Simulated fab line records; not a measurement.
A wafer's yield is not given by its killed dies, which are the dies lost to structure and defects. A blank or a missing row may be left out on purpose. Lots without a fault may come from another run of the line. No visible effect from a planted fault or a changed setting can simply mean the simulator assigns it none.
fab line records | flow nand-harc
record lots=15 wafers=45 last-day=24
route steps=1159 shown A_M0@1016 A_M1@1039 THIN_TSV@1145
lots untouched by any fault: they come from a run of this same line in which no faults occurred
start-h: hours from the record's opening day to when the first of the lot's shown wafers began | wait-h: hours from the lot's prior step to this one | " the same as in the row above | L1.1+2: a single row standing in for several wafers | - no value, or no start was given | * or withheld: withheld | < > ~ a bound
route shown NAME@n: a module of which the file shows steps, and the number in the route of the first | usual: mean/standard deviation taken from wafers without a fault | same: alike in all rows | chamber/n: place in a boat | sites: per-site readings | _std_site: standard deviation across them | _edge_site: the outer-site mean with the inner-site mean subtracted | radius-mm: for every site, how far away it sits from the centre of the wafer | mask NAME#n: copy n | behind: tool/chamber where the wafer was last shaped | hold: reason for holding the lot/hours on hold/outcome of the hold | device: transistor that didn't switch, given as n, p or np | end of line: the route-end tests of the same wafers | step lacking rows: just its recipe | killed: count of dies lost to structure and defects at first sort (not the wafer's yield) | map: shows each die of a wafer: x if killed, . if not, _ if none is there
set.NAME: the run value of the setting; set.NAME@STEP: its run value at that earlier step | model.NAME: the simulator's own value behind a step, which no gauge read
the route's steps for a sample of lots (tables are steps, rows are wafers)
services: from which hour (start-h, from the record's first day; less than 0 if before it) a tool's chamber was out of use, for how many hours, and why
## steps
# step NHARC_A_M0_PVD_21
# recipe target-thk-a=300 chamber-pressure-pa=5 power-w=5000 substrate-temp-c=30 time-s=20.49 material=Cu
# usual cathode-dc-power-W=5000.0/0.9 substrate-temp-c=29.99/0.11 throttle-valve-pct=29.9/0.89
# columns lot.wafer tool chamber start-h wait-h cathode-dc-power-W substrate-temp-c throttle-valve-pct
L115.3 pvd-sputter-03 - - - 5000.1 30.35 29.9
L115.2 " - " " 5000.7 29.89 28.8
L115.6 " - " " 5001.4 29.99 29.6
L114.1 pvd-sputter-02 - - - 4999.8 30.04 29.4
L114.3 " - " " 4999.9 29.87 32.4
L114.5 " - " " 5001.1 29.87 29.1
L117.4 pvd-sputter-03 - - - 5000.2 29.92 29.9
L117.3 " - " " 4999.7 29.92 29.6
L117.5 " - " " 4999.4 29.95 29.7
L119.4 pvd-sputter-03 - - - 5000.4 30.05 29.8
L119.1 " - " " 4999.9 29.94 29.7
L119.6 " - " " 5001.1 29.80 30.3
L123.3 pvd-sputter-02 - - - 4998.7 29.93 29.6
L123.4 " - " " 4999.3 30.08 29.1
L123.6 " - " " 4998.6 29.92 32.4
L127.1 pvd-sputter-02 - - - 5000.6 30.03 29.4
L127.2 " - " " 4999.5 29.85 32.3
L127.3 " - " " 5000.1 30.26 29.4
L126.2 pvd-sputter-01 - - - 5001.5 29.84 29.2
L126.4 " - " " 5000.4 29.98 30.3
L126.5 " - " " 5000.8 30.17 30.9
L128.2 pvd-sputter-03 - - - 4999.2 30.00 28.7
L128.6 " - " " 4999.3 29.91 29.9
L128.5 " - " " 4998.8 30.19 29.0
L131.1 pvd-sputter-01 - - - 5001.3 30.12 30.3
L131.3 " - " " 4999.3 29.92 30.0
L131.5 " - " " 4998.7 29.97 30.8
L132.1 pvd-sputter-02 - - - 4998.4 29.99 32.2
L132.2 " - " " 4998.6 29.92 29.2
L132.4 " - " " 5000.2 29.89 30.3
L133.3 pvd-sputter-03 - - - 4999.3 30.08 28.8
L133.1 " - " " 5000.0 29.98 29.7
L133.2 " - " " 5000.7 29.86 29.4
L134.3 pvd-sputter-02 - - - 4998.9 30.16 30.0
L134.1 " - " " 4999.2 30.04 28.9
L134.5 " - " " 5000.5 29.97 29.6
L137.2 pvd-sputter-03 - - - 5001.2 30.00 30.1
L137.3 " - " " 4999.5 30.12 28.7
L137.1 " - " " 4999.9 29.96 29.8
L136.1 pvd-sputter-01 - - - 5001.1 30.00 30.1
L136.4 " - " " 5001.3 30.05 30.4
L136.5 " - " " 4999.1 29.95 29.9
L135.2 pvd-sputter-02 - - - 4999.3 30.10 29.1
L135.4 " - " " 4997.5 30.03 29.1
L135.5 " - " " 5001.7 29.94 29.1
# step NHARC_A_M0_DEP_32
# recipe target-thk-a=300 temp-c=370 target-thk-nm=30 pressure-torr=3 flow-sccm=200 rf-w=450 material=SiCN
# usual heater-power-w=569/110
# columns lot.wafer tool chamber start-h wait-h heater-power-w since-wet-clean-h
L115.3 pecvd-03 1 402.96 0.1 686 98
L115.2 " 2 " " 497 98
L115.6 " 0 " " 440 -
L114.1 pecvd-01 2 404.57 0.1 664 154
L114.3 " 1 " " 595 155
L114.5 " 0 " " 511 -
L117.3 pecvd-02 1 409.30 0.1 483 62
L117.4 " 0 " " 433 -
L117.5 " 1 " " 494 -
L119.1 pecvd-03 2 426.46 0.1 501 121
L119.4 " 2 " " 499 -
L119.6 " 0 " " 471 -
L123.3 pecvd-01 2 444.26 0.1 657 13
L123.6 " 1 " " 615 -
L123.4 " 2 " " 670 -
L127.2 pecvd-03 0 471.55 0.1 408 166
L127.3 " 1 " " 740 166
L127.1 " 2 " " 539 166
L126.2 pecvd-01 0 474.22 0.1 522 43
L126.4 " 0 " " 536 -
L126.5 " 1 " " 603 -
L128.2 pecvd-02 2 485.49 0.1 587 139
L128.5 " 1 " " 413 -
L128.6 " 2 " " 596 -
L131.3 pecvd-02 2 496.66 0.1 683 150
L131.1 " 1 " " 415 150
L131.5 " 1 " " 409 -
L132.1 pecvd-03 0 504.38 0.1 513 18
L132.2 " 1 " " 741 18
L132.4 " 2 " " 557 -
L133.2 pecvd-03 2 507.97 0.1 605 22
L133.1 " 0 " " 494 22
L133.3 " 1 " " 801 22
L134.1 pecvd-02 1 508.27 0.1 485 161
L134.3 " 2 " " 677 161
L134.5 " 0 " " 440 -
L137.2 pecvd-01 2 518.13 0.1 670 87
L137.1 " 0 " " 479 87
L137.3 " 0 " " 483 -
L136.1 pecvd-03 1 529.58 0.1 675 43
L136.5 " 2 " " 586 -
L136.4 " 0 " " 476 -
L135.2 pecvd-01 1 540.73 0.1 614 110
L135.5 " 2 " " 572 -
L135.4 " 0 " " 509 -
# step NHARC_A_M1_DESCUM_14
# recipe time-s=3 o2-flow-sccm=200 ar-flow-sccm=0 bias-power-w=0 chemistry=O2
# usual drypump-motor-current-A=5.6/0.52 oes-product-au=1.003/0.0076 rf-vpp-V=57.8/0.84 showerhead-plenum-p-Torr=1.90/0.072 throttle-valve-pct=11.312/0.0083
# columns lot.wafer tool chamber start-h wait-h drypump-motor-current-A oes-product-au rf-hours-counter-h rf-vpp-V showerhead-plenum-p-Torr throttle-valve-pct
L115.3 rie-diel-04 2 404.91 0.1 5.0 1.011 8 57.6 1.84 11.314
L115.2 " 0 " " 5.1 0.996 8 58.4 1.94 11.307
L115.6 " 2 " " 5.0 1.012 - 58.4 1.84 11.298
L114.3 rie-diel-04 2 405.98 0.1 5.0 0.999 8 58.1 1.84 11.306
L114.1 " 1 " " 6.4 0.999 6 57.3 1.83 11.317
L114.5 " 2 " " 5.0 1.000 - 58.0 1.84 11.313
L117.3 rie-diel-12 1 410.69 0.1 5.6 1.002 2 57.3 1.84 11.306
L117.4 " 0 " " 6.1 1.015 2 57.3 1.92 11.306
L117.5 " 2 " " 5.9 1.010 - 57.2 2.06 11.312
L119.1 rie-diel-04 2 427.82 0.1 4.9 1.002 11 57.5 1.84 11.302
L119.4 " 1 " " 6.4 0.999 9 55.8 1.82 11.322
L119.6 " 2 " " 4.9 0.995 - 57.0 1.84 11.309
L123.3 rie-diel-04 2 445.58 0.1 5.0 1.007 12 58.1 1.84 11.316
L123.4 " 0 " " 5.1 0.994 12 57.4 1.94 11.324
L123.6 " 2 " " 5.0 0.993 - 57.0 1.84 11.310
L127.2 rie-diel-08 3 472.86 0.1 6.1 1.004 5 58.2 1.97 11.305
L127.3 " 1 " " 5.2 1.007 5 57.5 1.96 11.311
L127.1 " 2 " " 5.2 1.009 5 58.5 1.93 11.323
L126.2 rie-diel-04 0 475.56 0.1 5.1 0.987 0 57.7 1.94 11.312
L126.4 " 1 " " 6.4 1.002 0 57.3 1.82 11.318
L126.5 " 0 " " 5.1 0.990 - 56.8 1.94 11.304
L128.2 rie-diel-04 1 486.75 0.1 6.4 1.001 1 56.9 1.82 11.319
L128.6 " 3 " " 6.2 1.017 - 58.9 1.80 11.318
L128.5 " 0 " " 5.1 1.006 - 57.1 1.94 11.319
L131.3 rie-diel-12 1 497.98 0.1 5.6 1.008 6 57.3 1.84 11.311
L131.1 " 3 " " 5.8 0.998 6 56.9 1.88 11.304
L131.5 " 1 " " 5.6 1.002 - 59.4 1.84 11.324
L132.1 rie-diel-12 1 505.66 0.1 5.6 0.999 7 58.7 1.84 11.317
L132.4 " 2 " " 5.9 1.006 7 58.3 2.06 11.305
L132.2 " 3 " " 5.9 0.996 7 56.5 1.88 11.307
L133.2 rie-diel-08 3 509.41 0.1 6.1 1.005 1 59.2 1.97 11.298
L133.1 " 0 " " 5.2 0.986 1 59.7 2.02 11.301
L133.3 " 1 " " 5.2 0.993 1 58.1 1.96 11.314
L134.1 rie-diel-04 0 509.71 0.1 5.1 1.003 3 57.7 1.94 11.305
L134.3 " 1 " " 6.4 1.008 3 56.4 1.82 11.312
L134.5 " 3 " " 6.2 1.004 - 59.1 1.80 11.282
L137.1 rie-diel-12 1 519.68 0.1 5.6 1.007 8 58.7 1.84 11.325
L137.3 " 2 " " 5.9 1.006 8 57.1 2.06 11.309
L137.2 " 3 " " 5.8 1.009 8 58.7 1.88 11.317
L136.1 rie-diel-04 3 530.81 0.1 6.2 1.009 5 58.2 1.80 11.307
L136.4 " 2 " " 5.0 1.001 5 57.6 1.84 11.312
L136.5 " 3 " " 6.2 1.018 - 56.6 1.80 11.318
L135.4 rie-diel-08 1 542.05 0.1 5.1 1.000 1 57.2 1.96 11.315
L135.2 " 3 " " 6.1 1.006 1 57.9 1.96 11.322
L135.5 " 1 " " 5.1 1.006 - 58.0 1.96 11.318
# step NHARC_THIN_TSV_EXPOSE_30
# recipe na=0.55 dose-mj=11.47 mask-id=PAD
# usual exposure-dose-mJ-cm2=11.472/0.012 focus-offset-nm=0.1/0.59
# columns lot.wafer tool chamber start-h wait-h mask exposure-dose-mJ-cm2 focus-offset-nm
L115.2 krf-scanner-01 0 453.71 - PAD#0 11.474 0.8
L115.3 " 0 " " PAD#0 11.468 -0.4
L115.6 " 0 " " PAD#0 11.457 0.7
L114.1 krf-scanner-01 0 456.13 - PAD#0 11.482 -0.2
L114.3 " 0 " " PAD#0 11.486 -0.5
L114.5 " 0 " " PAD#0 11.477 -0.9
L117.3 krf-scanner-03 0 461.11 - PAD#0 11.483 -0.1
L117.4 " 0 " " PAD#0 11.477 0.4
L117.5 " 0 " " PAD#0 11.496 0.5
L119.1 krf-scanner-01 0 462.22 - PAD#0 11.496 0.4
L119.4 " 0 " " PAD#0 11.490 0.6
L119.6 " 0 " " PAD#0 11.478 -0.2
L123.3 krf-scanner-03 0 474.98 - PAD#0 11.490 -0.6
L123.4 " 0 " " PAD#0 11.479 -0.8
L123.6 " 0 " " PAD#0 11.482 -0.5
L127.1 krf-scanner-03 - 500.88 - PAD#0 - -
L127.2 " - " " PAD#0 - -
L127.3 " - " " PAD#0 - -
L126.2 krf-scanner-01 - 501.74 - PAD#0 - -
L126.4 " - " " PAD#0 - -
L126.5 " - " " PAD#0 - -
L128.2 krf-scanner-04 - 512.41 - PAD#0 - -
L128.5 " - " " PAD#0 - -
L128.6 " - " " PAD#0 - -
L131.1 krf-scanner-04 0 523.15 - PAD#0 11.458 -1.0
L131.3 " 0 " " PAD#0 11.464 -0.1
L131.5 " 0 " " PAD#0 11.470 -0.1
L133.1 krf-scanner-04 0 532.44 - PAD#0 11.452 0.1
L133.2 " 0 " " PAD#0 11.462 0.5
L133.3 " 0 " " PAD#0 11.472 1.1
L132.1 krf-scanner-01 0 533.66 - PAD#0 11.474 -0.1
L132.2 " 0 " " PAD#0 11.474 0.8
L132.4 " 0 " " PAD#0 11.467 0.5
L134.1 krf-scanner-03 0 538.33 - PAD#0 11.482 0.0
L134.3 " 0 " " PAD#0 11.472 0.8
L134.5 " 0 " " PAD#0 11.477 -0.1
L137.1 krf-scanner-04 0 547.16 - PAD#0 11.477 0.2
L137.2 " 0 " " PAD#0 11.481 -0.3
L137.3 " 0 " " PAD#0 11.467 -0.3
L136.1 krf-scanner-03 0 558.96 - PAD#0 11.451 -0.1
L136.4 " 0 " " PAD#0 11.466 -0.6
L136.5 " 0 " " PAD#0 11.454 -0.3
L135.2 krf-scanner-01 0 569.17 - PAD#0 11.479 0.4
L135.4 " 0 " " PAD#0 11.469 -0.1
L135.5 " 0 " " PAD#0 11.437 0.2
## services
# columns tool chamber start-h hours kind
rie-diel-12 - 379.40 9.0 pm
rie-diel-08 - 386.14 0.4 repair
krf-scanner-01 - 388.24 1.6 repair
pvd-sputter-02 - 392.00 10.0 pm
krf-scanner-04 - 411.27 0.5 repair
pecvd-01 - 418.18 13.0 pm
krf-scanner-01 - 428.00 4.0 pm
krf-scanner-04 - 428.74 1.9 repair
rie-diel-04 - 438.64 0.4 repair
krf-scanner-04 - 453.59 0.2 repair
rie-diel-08 0 457.76 21.6 repair
pvd-sputter-03 - 458.08 10.0 pm
rie-diel-04 - 466.25 9.0 pm
krf-scanner-04 - 470.00 4.0 pm
pecvd-03 - 473.36 13.0 pm
pvd-sputter-02 - 477.55 1.4 repair
krf-scanner-04 - 478.99 5.7 repair
pecvd-03 - 505.78 0.6 repair
krf-scanner-03 - 512.00 4.0 pm
pecvd-02 - 515.46 13.0 pm
pecvd-01 1 517.29 5.0 repair
pvd-sputter-02 - 555.41 3.2 repair
rie-diel-12 - 556.40 9.0 pm
pvd-sputter-02 - 563.41 7.7 repair
## key
first-sign step=NHARC_THIN_TSV_EXPOSE_30 reading=tool-record direction=missing
effect none on later readings
met-at NHARC_THIN_TSV_EXPOSE_30
struck-lots L126,L127,L128
later-rows-left-out L126.2,L126.4,L126.5,L127.1,L127.2,L127.3,L128.2,L128.5,L128.6
sort-left-out L126.2,L126.4,L126.5,L127.1,L127.2,L127.3,L128.2,L128.5,L128.6
not-acting-at NHARC_A_M0_PVD_21,NHARC_A_M0_DEP_32,NHARC_A_M1_DESCUM_14
onset-between 474.98 500.88
fault kind=skipped-step-whole tool=krf-scanner-01,krf-scanner-03,krf-scanner-04 chamber=- onset-h=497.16 steps=NHARC_THIN_TSV_EXPOSE_30 scope=struck-lots-only
# sort-left-out: the simulated sort isn't trusted on such a fault, so these wafers' sort isn't shown, and their yield isn't known
# later-rows-left-out: the simulator's readings of these wafers behind a module that went badly wrong aren't trusted and aren't shown, but for the sort
